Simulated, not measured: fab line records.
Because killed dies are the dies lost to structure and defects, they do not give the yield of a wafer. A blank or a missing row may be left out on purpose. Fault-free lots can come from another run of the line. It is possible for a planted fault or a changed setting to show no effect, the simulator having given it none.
Struck lot and sound lot, side by side :: flow n5_finfet :: 16 out of 1938 route steps
Sound: wafers L531.1, L531.3, L531.5. Struck: wafer L551.5. (L551.1, L551.2 of the same lot were not struck and are left out.) The cause comes at the end.
At each step with rows: each side's tool, then ch and its chambers, then its first start. Under that, the readings that differ: sound wafers :: struck wafers :: difference of the means :: sigmas: that difference in standard deviations of wafers without a fault.
alike: readings with means less than 2 such deviations apart, plus words and numbers identical on both sides. not compared: withheld readings, readings lacking a value on some wafer, bounds such as >300 that could conceal the same value, and numbers that have no deviation in the record and whose values overlap.
A row with sigmas, a row that says differs or no value, or rows on one side alone: a step with any of these is where the two part. Numbers that have no deviation but don't overlap get no sigmas and don't part them. A reading that every wafer of one side lacks parts them only if that side has two wafers or more.

first, 1 step without rows for these wafers: N5_BEOL_M1_DEVELOP_27 (develop time 30 s).
N5_BEOL_M1_CD_MEAS_28: target cd y 23.3 nm.
  sound on cd_sem-01 ch 0, day 6 08:34; struck on cd_sem-02 ch 0, day 11 04:35
  alike: cd_nm
N5_BEOL_M1_OVL_MEAS_29:
  sound on overlay-01 ch 0, day 6 08:36; struck on overlay-01 ch 0, day 11 04:37
reading: V0_OVL (nm)
sound: -0.1 0.0 -0.3
struck: 1.4
difference: +1.5
sigmas: +2
N5_BEOL_M1_INSPECT_30: inspects for defects (brightfield).
  sound on defect_inspect-01 at day 6 08:40; struck on defect_inspect-02 at day 11 04:41
  alike: raw_defect_count
N5_BEOL_M1_DESCUM_33: chemistry O2, time 7 s.
  sound on rie_diel-02 ch 0,2,3, day 6 08:41; struck on rie_diel-04 ch 3, day 11 04:46
  alike: drypump_motor_current_A, o2_flow_sccm, oes_product_au, rf_vpp_V, showerhead_plenum_p_Torr, throttle_valve_pct
  not compared: rf_hours_counter_h
N5_BEOL_M1_ETCH_77: etches underlayer in N2/H2, target depth 6.5 nm, time 5.2 s.
  sound on rie_diel-02 ch 0,2,3, day 6 08:43; struck on rie_diel-04 ch 3, day 11 04:47
  alike: bias_w, drypump_motor_current_A, etch_rf_on_time_s, oes_product_au, rf_vpp_V, showerhead_plenum_p_Torr, throttle_valve_pct
  not compared: rf_hours_counter_h
then, 1 step without rows for these wafers: N5_BEOL_M1_ETCH_69 (etches SiARC in CF4, target depth 15.6 nm, time 26 s).
N5_BEOL_M1_ALD_98: deposits SiO2, target thk 2.5 nm, pulse time 1 s, co reactant pulse time 1 s.
  sound on ald_sin-01 ch 0,1,3, day 6 08:49; struck on ald_sin-04 ch 3, day 11 05:01
  alike: heater_power_w, precursor_pulse_height_rel
N5_BEOL_M1_ETCHBACK_99: etches SiO2 in CHF3, target depth 5 nm, time 10.4 s.
  sound on rie_diel-03 ch 0,2,3, day 6 10:14; struck on rie_diel-04 ch 3, day 11 06:34
  alike: bias_w, drypump_motor_current_A, oes_ar_750_au, oes_product_au, rf_vpp_V, showerhead_plenum_p_Torr, throttle_valve_pct
  not compared: rf_hours_counter_h
N5_BEOL_M1_ETCH_70: etches SOC in N2/H2, target depth 80 nm, overetch 16 nm, time 120 s.
  sound on rie_diel-03 ch 0,2,3, day 6 10:16; struck on rie_diel-04 ch 3, day 11 06:36
  alike: bias_w, drypump_motor_current_A, oes_product_au, rf_vpp_V, showerhead_plenum_p_Torr, throttle_valve_pct
  not compared: rf_hours_counter_h
then, 2 steps without rows for these wafers: N5_BEOL_M1_STRIP_71 (strips in N2/H2); N5_BEOL_M1_STRIP_78 (strips in N2/H2).
N5_BEOL_M1_VIA_ETCH_34: etches the open film in C4F6/O2, target depth 67.8 nm, time 64.4 s.
  sound on rie_diel-03 ch 0,2,3, day 6 10:22; struck on rie_diel-04 ch 3, day 11 06:43
reading: oes_product_au (a.u.)
sound: 0.74 0.80 0.76
struck: 0.98
difference: +0.21
sigmas: +2

reading: model.etch.depth_nm (nm)
sound: 67.24 66.61 67.31
struck: 109.4
difference: +42.3
sigmas: 

reading: model.SOC_of_BEOL_M1_COAT_67.thk_nm (nm)
sound: 52.2 52 51.8
struck: 47.2
difference: -4.8
sigmas: 

reading: model.BEOL_M1.cd_nm (nm)
sound: 18 18 18
struck: 18.4
difference: +0.4
sigmas: 
  alike: C4F6_flow_sccm, bias_w, drypump_motor_current_A, oes_ar_750_au, rf_vpp_V, showerhead_plenum_p_Torr, throttle_valve_pct
  not compared: rf_hours_counter_h
then, 1 step without rows for these wafers: N5_BEOL_M1_STRIP_83 (strips in C4F6/O2).
N5_BEOL_M4_RC_MEAS_101:
  sound on prober-01 ch 0, day 7 23:49; struck on prober-02 ch 0, day 12 21:54
  alike: DIBL_N, DIBL_P, IOFF_N, IOFF_P, ION_N, ION_P, SS_N, SS_P, VT_N, VT_P
N5_PASSIVATION_PROBE_49:
  the record has rows for the sound wafers here (prober-01, day 12 17:42) and none for the struck ones

== WHERE THEY PART ==
At N5_BEOL_M1_OVL_MEAS_29 first; at N5_PASSIVATION_PROBE_49 last (within this record only).

WHY: what the simulator had put in
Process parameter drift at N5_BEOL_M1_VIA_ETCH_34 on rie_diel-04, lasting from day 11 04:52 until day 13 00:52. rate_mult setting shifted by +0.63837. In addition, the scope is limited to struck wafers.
